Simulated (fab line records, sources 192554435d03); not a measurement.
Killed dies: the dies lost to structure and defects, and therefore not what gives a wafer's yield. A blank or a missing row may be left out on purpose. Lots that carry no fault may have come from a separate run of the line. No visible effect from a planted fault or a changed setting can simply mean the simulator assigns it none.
Matching of chambers | flow n5Finfet | N5_BEOL_M8_ALD_77 on aldMetal-01: 4 sister chambers
The step deposits TaN, target thk 2 nm, pulse time 2 s, purge time 3 s. 24 wafers are shown with their chamber, then 12 later ones without.

## WAFERS PAIRED WITH THEIR CHAMBERS
wafer  | chamber | heaterPowerW (W)
L074.2 | 2       | 424
L074.4 | 0       | 460
L074.6 | 1       | 455
L077.1 | 3       | 418
L077.2 | 0       | 469
L077.5 | 1       | 438
L080.2 | 2       | 436
L080.4 | 0       | 473
L080.5 | 2       | 431
L083.3 | 0       | 465
L083.4 | 2       | 432
L083.6 | 0       | 467
L082.3 | 0       | 473
L082.5 | 1       | 451
L082.6 | 0       | 464
L087.2 | 2       | 428
L087.4 | 0       | 459
L087.6 | 1       | 458
L090.2 | 1       | 441
L090.4 | 2       | 423
L090.6 | 2       | 429
L091.3 | 2       | 445
L091.4 | 3       | 406
L091.6 | 0       | 471

SIGNATURES (means of the wafers above)
reading      | chamber 0 | chamber 1 | chamber 2 | chamber 3 | scatter within a chamber
heaterPowerW | 466.78    | 448.60    | 431.00    | 412.00    | 6.87
Rule: a wafer's distance from a chamber is the root of the sum, over the readings, of the square of ((its reading less the chamber's mean) divided by the reading's scatter). The wafer belongs to the nearest chamber; if the next one is less than 2 further off, it can't be placed. The scatter: the root of (the sum of the squares of (reading less its chamber's mean) over the shown wafers, divided by (wafers less chambers)).

## WAFERS WITH NO CHAMBER GIVEN
wafer  | heaterPowerW (W)
L093.4 | 460
L093.5 | 449
L093.6 | 483
L095.2 | 427
L095.5 | 426
L095.6 | 401
L096.2 | 449
L096.4 | 414
L096.5 | 430
L097.2 | 458
L097.5 | 423
L097.6 | 411

## WHICH CHAMBER EACH ONE RAN IN
wafer  | from the rows above     | in truth
L093.4 | can't be placed: 0 or 1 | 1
L093.5 | 1                       | 1
L093.6 | 0                       | 0
L095.2 | can't be placed: 2 or 3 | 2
L095.5 | can't be placed: 2 or 3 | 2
L095.6 | 3                       | 3
L096.2 | 1                       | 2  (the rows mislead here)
L096.4 | 3                       | 3
L096.5 | 2                       | 2
L097.2 | can't be placed: 0 or 1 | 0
L097.5 | can't be placed: 2 or 3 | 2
L097.6 | 3                       | 3
Placed correctly: 6 of 12. From these rows, 5 cannot be placed; in 5 the true chamber is one of the candidates. Placed wrongly: 1.
